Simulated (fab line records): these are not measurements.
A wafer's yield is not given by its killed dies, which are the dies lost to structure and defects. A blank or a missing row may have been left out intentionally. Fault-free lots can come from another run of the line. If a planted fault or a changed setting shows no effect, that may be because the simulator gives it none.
Chamber matching :: flow n5_finfet :: N5_MOL_CONTACT_COAG_ALD_123 on ald_sin-01: 4 sister chambers
The step deposits SiNx, target thk 5 nm, pulse time 1 s, purge time 2 s. 4 wafers are shown with their chamber, then 8 later ones without.

## WAFERS WITH THEIR CHAMBER
wafer: L087.2
chamber: 0
heater_power_w (W): 832

wafer: L087.5
chamber: 2
heater_power_w (W): 863

wafer: L087.6
chamber: 3
heater_power_w (W): 860

wafer: L089.1
chamber: 1
heater_power_w (W): 780

## WAFERS WITHOUT THEIR CHAMBER
wafer: L089.3
heater_power_w (W): 861

wafer: L089.6
heater_power_w (W): 823

wafer: L090.1
heater_power_w (W): 860

wafer: L090.3
heater_power_w (W): 855

wafer: L090.5
heater_power_w (W): 870

wafer: L095.1
heater_power_w (W): 831

wafer: L095.4
heater_power_w (W): 800

wafer: L095.6
heater_power_w (W): 810

## EACH ONE'S CHAMBER
wafer: L089.3
from the rows above: can't be placed: 3 or 2
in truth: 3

wafer: L089.6
from the rows above: 0
in truth: 0

wafer: L090.1
from the rows above: can't be placed: 3 or 2
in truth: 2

wafer: L090.3
from the rows above: can't be placed: 3 or 2 or 0
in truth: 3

wafer: L090.5
from the rows above: can't be placed: 2 or 3
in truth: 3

wafer: L095.1
from the rows above: 0
in truth: 0

wafer: L095.4
from the rows above: can't be placed: 1 or 0
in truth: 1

wafer: L095.6
from the rows above: can't be placed: 0 or 1
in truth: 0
Correctly placed: 2 of 8. Unplaceable from these rows: 6, with the true chamber sitting among the candidates in 6. Wrongly placed: 0.
How it was worked out, from the rows above alone: a wafer's distance from a chamber is the root of the sum, over the readings, of the square of ((its reading less the chamber's mean) divided by the reading's scatter). If the next closest chamber is less than 2 further off than the closest, the wafer can't be placed; otherwise it belongs to the closest. The mean given for a chamber averages the wafers shown for that chamber. The scatter: root of mean squared gap, hidden wafer to nearest shown wafer, with one shown wafer a chamber.
